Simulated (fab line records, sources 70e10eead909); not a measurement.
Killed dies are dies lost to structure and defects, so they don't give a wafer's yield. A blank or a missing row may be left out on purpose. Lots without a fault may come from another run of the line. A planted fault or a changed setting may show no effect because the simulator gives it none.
Chamber matching | flow nand_harc | NHARC_A_STAIRCASE_DEP_301 on pecvd-01: 3 sister chambers
The step deposits SiON, target thk 30 nm. 3 wafers are shown with their chamber, then 7 later ones without.

WAFERS WITH THEIR CHAMBER
wafer  | chamber | heater_power_w (W)
L089.4 | 2       | 677
L091.1 | 0       | 665
L091.2 | 1       | 917

WAFERS WITHOUT THEIR CHAMBER
wafer  | heater_power_w (W)
L091.3 | 590
L092.1 | 672
L092.4 | 683
L092.5 | 949
L097.1 | 658
L097.3 | 684
L097.4 | 657

WHICH CHAMBER EACH WENT THROUGH
wafer  | from the rows above     | in truth
L091.3 | can't be placed: 0 or 2 | 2
L092.1 | can't be placed: 2 or 0 | 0
L092.4 | can't be placed: 2 or 0 | 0
L092.5 | 1                       | 1
L097.1 | can't be placed: 0 or 2 | 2
L097.3 | can't be placed: 2 or 0 | 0
L097.4 | can't be placed: 0 or 2 | 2
Placed correctly: 1 of 7. Can't be placed from these rows: 6 (the true chamber is among the candidates in 6). Placed wrongly: 0.
How it was worked out, from the rows above alone: a wafer's distance from a chamber is the root of the sum, over the readings, of the square of ((its reading less the chamber's mean) divided by the reading's scatter). The wafer belongs to the nearest chamber; if the next one is less than 2 further off, it can't be placed. A chamber's mean is the mean of its shown wafers. The scatter: with one shown wafer a chamber, the root of the mean of the squares of how far each hidden wafer lies from its nearest shown one.
